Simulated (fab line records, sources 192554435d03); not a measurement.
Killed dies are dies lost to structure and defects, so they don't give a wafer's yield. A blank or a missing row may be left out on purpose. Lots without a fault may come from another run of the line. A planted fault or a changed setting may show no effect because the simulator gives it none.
A struck lot beside a sound one | flow n5_finfet | 41 steps out of a route of 1938
Sound: wafers L369.1, L369.5, L369.6. Struck: wafer L375.4. (L375.2, L375.5 of the same lot were not struck and are left out.) The cause comes at the end.
At each step with rows: each side's tool, then ch and its chambers, then its first start. Under that, the readings that differ: sound wafers | struck wafers | difference of the means | sigmas: that difference in standard deviations of wafers without a fault.
alike: readings whose means differ by less than 2 such deviations, and words and numbers that are the same on both sides. not compared: withheld readings, readings that some wafer has no value for, bounds like >300 that may hide the same value, and numbers for which the record gives no deviation and whose values overlap.
The two part at a step that has a row with sigmas, a row that says differs or no value, or rows on one side only. Numbers that don't overlap but have no deviation are shown without sigmas and don't part them. A reading that every wafer of one side lacks parts them only if that side has two wafers or more.

first, 12 steps without rows for these wafers: N5_SD_EPI_N_STRIP_36 (strips in N2/H2); N5_SD_EPI_N_ETCHBACK_44 (etches SiNx in CH3F/O2, stops on SiO2, target depth 14.5 nm); N5_SD_EPI_N_ETCH_45 (etches SiOCN in CH3F/O2, target depth 6 nm); N5_SD_EPI_N_ETCH_16 (etches SiO2 in CHF3/O2, target depth 5 nm); N5_SD_EPI_N_STRIP_47 (strips in CHF3/O2); N5_SD_EPI_N_SD_RECESS_17 (chemistry HBr/Cl2/O2, target depth 41 nm, time 23.7 s, bt time 3 s); N5_SD_EPI_N_STRIP_38 (strips in N2/H2); N5_SD_EPI_N_WET_ETCH_43 (etches SiO2 in dHF, time 14 s, target depth 1.5 nm); N5_SD_EPI_N_STRIP_18 (strips in SPM, time 750 s); N5_SD_EPI_N_SRD_20 (time 30 s); N5_SD_EPI_N_PRECLEAN_48 (cleans in NF3:NH3, afs cycles 2, time 20 s, sublimation time 60 s); N5_SD_EPI_N_VAPOR_ETCH_50 (etches Si in HCl, time 54 s).
N5_SD_EPI_N_EPI_21: deposits Si:P, time 690 s.
  sound on epi_rpcvd-04 ch 0, day 3 12:04; struck on epi_rpcvd-04 ch 0, day 4 23:39
  reading                                   | sound          | struck | difference | sigmas
  epi_growth_time_s (s)                     | 690 690 690    | 504.57 | -185.43    |
  model.Si-P_of_SD_EPI_N_EPI_21.thk_nm (nm) | 58.4 59.2 58.8 | 46.2   | -12.6      |
N5_SD_EPI_N_EPI_MEAS_23:
  sound on film_metro-02, day 3 14:22; struck on film_metro-01, day 5 01:05
  reading     | sound          | struck | difference | sigmas
  thk_nm (nm) | 58.4 60.9 58.0 | 46.6   | -12.5      | -11
then, 24 steps without rows for these wafers: N5_SD_EPI_N_PRECLEAN_24 (cleans in O3/DIW, time 60 s); N5_SD_EPI_N_SRD_25 (time 30 s); N5_SD_EPI_N_PRECLEAN_49 (cleans in NF3:NH3, afs cycles 1, time 20 s, sublimation time 60 s); N5_SD_EPI_N_LINER_46 (material SiNx, target thk 3 nm); N5_SD_EPI_P_COAT_34 (time 60 s, resist thk 350 nm); N5_SD_EPI_P_COAT_35 (time 60 s, resist thk 35 nm); N5_SD_EPI_P_COAT_03 (resist thk 150 nm); N5_SD_EPI_P_EBR_05; N5_SD_EPI_P_SOFTBAKE_04 (time 60 s); N5_SD_EPI_P_EXPOSE_06 (exposes mask SD P BLK, target cd 240 nm); N5_SD_EPI_P_PEB_07 (peb time 60 s); N5_SD_EPI_P_DEVELOP_08 (develop time 30 s); N5_SD_EPI_P_DESCUM_14 (chemistry O2, time 7.9 s); N5_SD_EPI_P_ETCH_36 (etches SiARC in CF4, target depth 45.5 nm, time 75.8 s); N5_SD_EPI_P_ETCH_37 (etches SOC in N2/H2, overetch 108 nm, time 486 s); N5_SD_EPI_P_STRIP_38 (strips in N2/H2); N5_SD_EPI_P_ETCHBACK_46 (etches SiNx in CH3F/O2, stops on SiO2, target depth 17.5 nm); N5_SD_EPI_P_ETCH_47 (etches SiOCN in CH3F/O2, target depth 25 nm); N5_SD_EPI_P_ETCH_16 (etches SiO2 in CHF3/O2, target depth 5 nm); N5_SD_EPI_P_STRIP_50 (strips in CHF3/O2); N5_SD_EPI_P_SD_RECESS_17 (chemistry HBr/Cl2/O2, target depth 39.1 nm, bt time 3 s); N5_SD_EPI_P_WET_ETCH_45 (etches SiO2 in dHF, time 10.7 s, target depth 2 nm, rinse time 30 s); N5_SD_EPI_P_STRIP_40 (strips in N2/H2); N5_SD_EPI_P_PRECLEAN_52 (cleans in O3/DIW, time 60 s).
N5_SD_ACTIVATION_RS_MEAS_03: measures by four-point-probe.
  sound on film_metro-01, day 3 20:25; struck on film_metro-01, day 5 06:32
  reading          | sound             | struck | difference | sigmas
  RS_SD_N (ohm/sq) | 22.17 21.71 22.04 | 28.21  | +6.24      | +22
  alike: RS_SD_P
N5_MOL_CONTACT_COAG_ETCH_15: etches SiNx in CH3F/O2, stops on Si:P, target depth 7 nm.
  sound on rie_diel-04 ch 0,2,3, day 5 05:59; struck on rie_diel-04 ch 2, day 6 11:19
  reading                                   | sound        | struck | difference | sigmas
  model.Si-P_of_SD_EPI_N_EPI_21.thk_nm (nm) | 57.4 58.2 58 | 45.6   | -12.3      |
  alike: drypump_motor_current_A, oes_product_au, rf_vpp_V, showerhead_plenum_p_Torr, throttle_valve_pct
  not compared: rf_hours_counter_h
-- the record jumps here: 5 days lie between the struck wafers' starts before and after (it left off in module MOL_CONTACT_COAG and takes up again in module BEOL_M4, whose first step shown is number 1111 of the route) --
N5_BEOL_M4_RC_MEAS_101:
  sound on prober-02 ch 0, day 10 11:38; struck on prober-02 ch 0, day 11 14:59
  reading          | sound          | struck | difference | sigmas
  ION_P (uA/um)    | 471 468 465    | 454    | -14        | -2
  REXT_N (ohm.um)  | 77.5 75.8 76.5 | 80.7   | +4.1       | +3
  RS_SD_N (ohm/sq) | 28.7 28.4 28.4 | 36.0   | +7.5       | +21
  VT_P (mV)        | -246 -245 -251 | -256   | -9         | -3
  alike: DIBL_N, DIBL_P, IOFF_N, IOFF_P, ION_N, SS_N, SS_P, VT_N

WHERE THEY PART
First at N5_SD_EPI_N_EPI_MEAS_23; last, within this record, at N5_BEOL_M4_RC_MEAS_101.

WHY: what the simulator had put in
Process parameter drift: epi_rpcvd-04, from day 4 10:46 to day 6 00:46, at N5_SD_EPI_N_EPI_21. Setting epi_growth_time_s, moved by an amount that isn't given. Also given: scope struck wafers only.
